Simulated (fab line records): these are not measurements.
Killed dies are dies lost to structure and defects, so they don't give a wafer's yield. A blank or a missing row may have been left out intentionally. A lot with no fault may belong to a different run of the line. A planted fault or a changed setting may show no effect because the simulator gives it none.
The tool behind it: which one? ; flow nand_harc ; 23 lots with 69 wafers sampled at 5 steps, on a route of 1302 steps

## WHAT THE GAUGES SHOWED, per wafer
NHARC_A_ONON_D1_THK_MEAS_11: measures by ellipsometry. Usual: thk_nm at 1001 nm, with a standard deviation of 9.1.
lot;measured;on;thk_nm (nm);flag
L074;day 7 15:53;film_metro-01;981 983 982;
L077;day 8 17:03;film_metro-02;1010 1010 1010;
L075;day 8 17:03;film_metro-01;999 998 997;
L076;day 8 17:11;film_metro-02;993 995 994;
L079;day 9 21:43;film_metro-02;1001 999 1000;
L078;day 9 21:44;film_metro-01;1002 1004 1005;
L080;day 10 11:09;film_metro-01;1012 1011 1013;
L081;day 10 15:31;film_metro-01;996 997 997;
L083;day 11 08:49;film_metro-02;990 991 990;
L082;day 11 08:49;film_metro-01;988 989 989;
L084;day 12 07:25;film_metro-01;997 1000 999;
L085;day 12 07:25;film_metro-01;988 987 986;
L086;day 13 20:10;film_metro-01;1008 1008 1007;
L089;day 13 20:13;film_metro-02;1011 1013 1014;
L087;day 14 03:51;film_metro-01;999 998 997;
L091;day 14 22:34;film_metro-02;1002 1002 1001;
L090;day 14 22:34;film_metro-01;997 996 996;
L092;day 15 14:08;film_metro-02;1016 1016 1017;
L093;day 16 01:56;film_metro-01;1003 1004 1005;
L094;day 16 11:02;film_metro-02;1001 1004 1002;
L096;day 16 23:55;film_metro-01;997 999 998;
L095;day 16 23:55;film_metro-01;1004 1006 1005;
L097;day 17 10:31;film_metro-02;1021 1021 1020;

NHARC_A_CHANNEL_HOLE_D1_CD_MEAS_30. Usual: cd_nm at 90.1 nm, with a standard deviation of 0.87.
lot;measured;on;cd_nm (nm);flag
L074;day 8 19:46;cd_sem-02;90.1 89.1 88.5;
L077;day 9 23:02;cd_sem-02;89.7 90.4 89.2;
L075;day 9 18:57;cd_sem-01;90.6 90.4 90.7;
L076;day 9 23:08;cd_sem-03;90.3 91.2 91.2;
L079;day 10 18:46;cd_sem-01;90.6 91.3 91.7;
L078;day 10 18:34;cd_sem-03;89.8 89.2 89.5;
L080;day 11 08:17;cd_sem-02;90.3 89.8 89.5;
L081;day 11 14:53;cd_sem-02;89.2 90.6 92.3;
L083;day 12 11:58;cd_sem-01;89.6 89.0 91.3;
L082;day 12 11:04;cd_sem-03;89.9 90.2 89.3;
L084;day 13 13:13;cd_sem-03;90.2 89.8 90.6;
L085;day 13 08:49;cd_sem-03;90.6 89.3 91.2;
L086;day 14 21:23;cd_sem-01;89.0 88.9 89.2;
L089;day 15 01:11;cd_sem-02;91.2 90.8 90.0;
L087;day 15 09:16;cd_sem-01;90.0 90.7 89.1;
L091;day 15 19:27;cd_sem-02;89.8 90.9 89.8;
L090;day 15 20:34;cd_sem-01;88.0 90.5 89.6;
L092;day 16 19:25;cd_sem-01;89.2 88.8 90.9;
L093;day 17 16:07;cd_sem-02;91.2 89.0 90.3;
L094;day 17 19:03;cd_sem-02;90.7 92.3 89.8;
L096;day 18 00:25;cd_sem-03;89.8 89.9 90.2;
L095;day 17 23:26;cd_sem-02;90.5 90.2 90.3;
L097;day 18 09:13;cd_sem-02;90.1 90.3 90.4;

## TOOL THAT RAN EACH LOT (tool first, then ch and the chambers of the sampled wafers, then the start)
lot;NHARC_A_CHANNEL_HOLE_D1_ETCH_34;NHARC_A_CHANNEL_HOLE_D1_ETCH_21;NHARC_A_CHANNEL_HOLE_D1_STRIP_27
L074;rie_diel-07 ch 0,1,2, day 8 14:07 or earlier;har_etch-02 ch 0,1, day 8 14:07;rie_diel-03 ch 0,2,3, day 8 19:46 or earlier
L077;rie_diel-07 ch 0,1, day 9 15:16 or earlier;har_etch-01 ch 0,1, day 9 15:16;rie_diel-03 ch 2,3, day 9 23:02 or earlier
L075;rie_diel-03 ch 0,1,3, day 9 14:00 or earlier;har_etch-02 ch 0,1, day 9 14:00;rie_diel-03 ch 0,1,3, day 9 18:57 or earlier
L076;rie_diel-03 ch 1,2,3, day 9 18:01 or earlier;har_etch-02 ch 0,1, day 9 18:01;rie_diel-01 ch 1,2,3, day 9 23:08 or earlier
L079;rie_diel-01 ch 0,2,3, day 10 13:37 or earlier;har_etch-01 ch 1, day 10 13:37;rie_diel-07 ch 2,3, day 10 18:46 or earlier
L078;rie_diel-03 ch 1,2, day 10 13:28 or earlier;har_etch-02 ch 0,1, day 10 13:28;rie_diel-03 ch 0,2,3, day 10 18:34 or earlier
L080;rie_diel-03 ch 0,1,3, day 11 03:14 or earlier;har_etch-01 ch 0,1, day 11 03:14;rie_diel-03 ch 0,1,3, day 11 08:17 or earlier
L081;rie_diel-01 ch 0,3, day 11 09:47 or earlier;har_etch-01 ch 0,1, day 11 09:47;rie_diel-07 ch 0,1,2, day 11 14:53 or earlier
L083;rie_diel-01 ch 0,2,3, day 12 06:44 or earlier;har_etch-02 ch 0,1, day 12 06:44;rie_diel-03 ch 1,3, day 12 11:58 or earlier
L082;rie_diel-03 ch 1,2,3, day 12 05:53 or earlier;har_etch-01 ch 0,1, day 12 05:53;rie_diel-03 ch 2,3, day 12 11:04 or earlier
L084;rie_diel-03 ch 1,2, day 13 03:15;har_etch-01 ch 0,1, day 13 04:51;rie_diel-03 ch 1,2, day 13 13:13 or earlier
L085;rie_diel-07 ch 1,2,3, day 13 03:40 or earlier;har_etch-02 ch 0,1, day 13 03:40;rie_diel-03 ch 0,1,2, day 13 08:49 or earlier
L086;rie_diel-07 ch 0,2, day 14 16:00 or earlier;har_etch-02 ch 0, day 14 16:00;rie_diel-03 ch 0,1,3, day 14 21:23 or earlier
L089;rie_diel-01 ch 0,3, day 14 20:10 or earlier;har_etch-01 ch 0,1, day 14 20:10;rie_diel-07 ch 1,2,3, day 15 01:11 or earlier
L087;rie_diel-03 ch 1,2,3, day 15 04:09 or earlier;har_etch-02 ch 0,1, day 15 04:09;rie_diel-03 ch 1,2,3, day 15 09:16 or earlier
L091;rie_diel-07 ch 0,1, day 15 14:16 or earlier;har_etch-02 ch 0,1, day 15 14:16;rie_diel-01 ch 1,2,3, day 15 19:27 or earlier
L090;rie_diel-01 ch 2,3, day 15 15:30 or earlier;har_etch-01 ch 0,1, day 15 15:30;rie_diel-03 ch 2,3, day 15 20:34 or earlier
L092;rie_diel-07 ch 1,2, day 16 14:29 or earlier;har_etch-01 ch 0,1, day 16 14:29;rie_diel-03 ch 0,3, day 16 19:25 or earlier
L093;rie_diel-07 ch 0,2,3, day 17 10:34 or earlier;har_etch-02 ch 0,1, day 17 10:34;rie_diel-01 ch 1,2,3, day 17 16:07 or earlier
L094;rie_diel-07 ch 0,1,2, day 17 13:55 or earlier;har_etch-01 ch 0,1, day 17 13:55;rie_diel-03 ch 0,1,3, day 17 19:03 or earlier
L096;rie_diel-01 ch 0,1,3, day 17 19:22 or earlier;har_etch-02 ch 0,1, day 17 19:22;rie_diel-03 ch 0,1,2, day 18 00:25 or earlier
L095;rie_diel-03 ch 1,2, day 17 18:04 or earlier;har_etch-01 ch 0,1, day 17 18:04;rie_diel-07 ch 0,2,3, day 17 23:26 or earlier
L097;rie_diel-03 ch 0,1, day 18 04:11 or earlier;har_etch-01 ch 0,1, day 18 04:11;rie_diel-03 ch 0,2,3, day 18 09:13 or earlier
- NHARC_A_CHANNEL_HOLE_D1_ETCH_34: etches the open film in CF4/CHF3, target depth 154 nm, time 77 s.
- NHARC_A_CHANNEL_HOLE_D1_ETCH_21: etches the open film in C4F8/O2/Ar, time 514.3 s, target depth 1600 nm.
- NHARC_A_CHANNEL_HOLE_D1_STRIP_27: strips in O2.

## AS READ BY THE TOOLS THEMSELVES (means over the sampled wafers that have a number; for cases with no such wafer, the mark the record gives instead)
NHARC_A_CHANNEL_HOLE_D1_ETCH_34. Usual: bias_w 200.1 W (standard deviation 0.58); drypump_motor_current_A 5.8 A (standard deviation 0.47); oes_product_au 0.948 a.u. (standard deviation 0.021); rf_fwd_power_W 496.5 W (standard deviation 1.7); rf_vpp_V 370.8 V (standard deviation 2.1); showerhead_plenum_p_Torr 1.58 Torr (standard deviation 0.059); throttle_valve_pct 16.803 % (standard deviation 0.0086).
lot;tool;bias_w (W);drypump_motor_current_A (A);oes_product_au (a.u.);rf_fwd_power_W (W);rf_vpp_V (V);showerhead_plenum_p_Torr (Torr);throttle_valve_pct (%);flag
L074;rie_diel-07;200.3;6.2;0.960;496.4;369.9;1.59;16.792;
L077;rie_diel-07;200.0;5.9;0.925;497.5;372.6;1.58;16.807;
L075;rie_diel-03;199.2;5.9;0.969;496.4;369.1;1.53;16.811;
L076;rie_diel-03;200.3;6.0;0.930;496.7;370.7;1.57;16.813;
L079;rie_diel-01;200.2;5.3;0.960;495.8;371.3;1.60;16.812;
L078;rie_diel-03;199.6;6.1;0.924;496.7;372.8;1.64;16.801;
L080;rie_diel-03;200.1;5.9;0.978;496.6;368.8;1.53;16.808;
L081;rie_diel-01;200.3;5.3;0.972;496.2;372.6;1.61;16.805;
L083;rie_diel-01;200.7;5.3;0.965;497.0;371.3;1.59;16.809;
L082;rie_diel-03;199.6;6.0;0.940;496.2;369.9;1.57;16.807;
L084;rie_diel-03;199.7;6.1;0.946;497.3;371.9;1.63;16.802;
L085;rie_diel-07;200.5;5.9;0.934;496.3;372.1;1.60;16.804;
L086;rie_diel-07;200.3;6.5;0.982;496.6;371.1;1.59;16.803;
L089;rie_diel-01;199.9;5.3;0.927;496.5;372.0;1.60;16.797;
L087;rie_diel-03;199.9;6.1;0.966;496.9;371.2;1.57;16.805;
L091;rie_diel-07;199.8;6.1;0.970;497.6;370.2;1.55;16.799;
L090;rie_diel-01;200.4;5.1;0.929;497.8;371.3;1.61;16.800;
L092;rie_diel-07;200.0;6.4;0.932;494.9;371.3;1.59;16.800;
L093;rie_diel-07;199.9;6.1;0.936;494.8;370.6;1.58;16.803;
L094;rie_diel-07;200.3;6.2;0.940;497.6;370.4;1.57;16.790;
L096;rie_diel-01;200.4;5.3;0.950;496.8;371.3;1.62;16.803;
L095;rie_diel-03;199.8;6.0;0.917;495.3;371.8;1.60;16.797;
L097;rie_diel-03;199.7;5.7;0.921;493.7;369.0;1.55;16.804;

NHARC_A_CHANNEL_HOLE_D1_ETCH_21. Usual: drypump_motor_current_A 5.7 A, standard deviation 0.54; he_backside_leak_sccm 6.4 sccm, standard deviation 0.63; oes_air_line_au 1.000 a.u., standard deviation 0.019; showerhead_plenum_p_Torr 3.67 Torr, standard deviation 0.045; throttle_valve_pct 32.154 %, standard deviation 0.0089.
lot;tool;drypump_motor_current_A (A);he_backside_leak_sccm (sccm);oes_air_line_au (a.u.);showerhead_plenum_p_Torr (Torr);throttle_valve_pct (%);flag
L074;har_etch-02;5.9;6.9;0.995;3.75;32.156;
L077;har_etch-01;5.4;5.6;0.991;3.67;32.152;
L075;har_etch-02;5.5;7.1;1.019;3.72;32.159;
L076;har_etch-02;5.9;6.8;0.978;3.74;32.146;
L079;har_etch-01;5.2;5.7;1.004;3.68;32.156;
L078;har_etch-02;5.5;7.0;0.996;3.71;32.145;
L080;har_etch-01;5.4;5.8;0.983;3.66;32.154;
L081;har_etch-01;5.4;5.9;0.997;3.66;32.155;
L083;har_etch-02;5.5;6.8;1.000;3.70;32.155;
L082;har_etch-01;5.8;5.9;0.969;3.65;32.151;
L084;har_etch-01;5.5;5.8;0.981;3.65;32.163;
L085;har_etch-02;5.5;6.8;1.012;3.69;32.152;
L086;har_etch-02;6.3;7.3;1.005;3.72;32.155;
L089;har_etch-01;5.8;6.0;1.012;3.64;32.148;
L087;har_etch-02;5.9;7.6;1.010;3.70;32.161;
L091;har_etch-02;5.5;7.5;1.017;3.67;32.151;
L090;har_etch-01;5.4;6.1;0.991;3.63;32.153;
L092;har_etch-01;5.8;6.1;1.008;3.62;32.159;
L093;har_etch-02;5.5;5.5;0.998;3.66;32.157;
L094;har_etch-01;5.8;6.2;0.990;3.62;32.149;
L096;har_etch-02;5.9;6.0;0.999;3.68;32.155;
L095;har_etch-01;5.8;6.2;1.007;3.61;32.147;
L097;har_etch-01;5.4;6.3;1.005;3.61;32.157;

NHARC_A_CHANNEL_HOLE_D1_STRIP_27. Usual: drypump_motor_current_A 5.9 A, standard deviation 0.4; oes_product_au 1.001 a.u., standard deviation 0.0076; rf_vpp_V 57.6 V, standard deviation 0.95; showerhead_plenum_p_Torr 3.52 Torr, standard deviation 0.15; throttle_valve_pct 17.038 %, standard deviation 0.0084.
lot;tool;drypump_motor_current_A (A);oes_product_au (a.u.);rf_vpp_V (V);showerhead_plenum_p_Torr (Torr);throttle_valve_pct (%);flag
L074;rie_diel-03;6.0;1.005;57.0;3.51;17.039;
L077;rie_diel-03;6.2;1.002;57.7;3.46;17.046;
L075;rie_diel-03;5.9;0.997;57.1;3.43;17.033;
L076;rie_diel-01;5.1;0.997;58.2;3.53;17.031;
L079;rie_diel-07;5.8;0.995;57.9;3.62;17.041;
L078;rie_diel-03;6.0;1.007;57.9;3.50;17.043;
L080;rie_diel-03;5.9;1.006;57.4;3.43;17.037;
L081;rie_diel-07;6.2;1.001;57.8;3.55;17.044;
L083;rie_diel-03;6.0;1.006;57.0;3.44;17.036;
L082;rie_diel-03;6.2;1.006;58.2;3.60;17.034;
L084;rie_diel-03;6.0;0.998;58.3;3.59;17.042;
L085;rie_diel-03;6.0;1.001;57.4;3.57;17.037;
L086;rie_diel-03;5.9;0.992;57.5;3.42;17.044;
L089;rie_diel-07;5.9;1.003;58.3;3.58;17.046;
L087;rie_diel-03;6.1;0.999;58.0;3.51;17.043;
L091;rie_diel-01;5.1;1.000;57.2;3.51;17.027;
L090;rie_diel-03;6.2;1.005;56.9;3.45;17.032;
L092;rie_diel-03;5.8;0.997;57.3;3.40;17.054;
L093;rie_diel-01;5.1;0.990;58.2;3.68;17.042;
L094;rie_diel-03;5.9;0.999;57.2;3.42;17.031;
L096;rie_diel-03;5.9;0.996;58.0;3.56;17.045;
L095;rie_diel-07;6.1;0.996;57.4;3.54;17.040;
L097;rie_diel-03;6.0;1.001;56.8;3.50;17.034;

## THE ANSWER, worked out from the rows above alone
Rule: take the mean of a lot's wafers that have a number; if it is more than 3 standard deviations from the usual mean, the lot is off. A lot without any number at a reading at which 4 lots or more have one is off too. Where the step has rows for the other lots, those lots are counted as sound. After the gauges, taken in route order, come the tools' own readings; for these a lot's mean is taken, as printed above. At the first step where some lot is off, the reading lying furthest off is the one used; lots without a number count as furthest.
No lot is off at any reading shown: from this, nothing can be told.

## WHAT HAD BEEN PUT IN BY THE SIMULATOR
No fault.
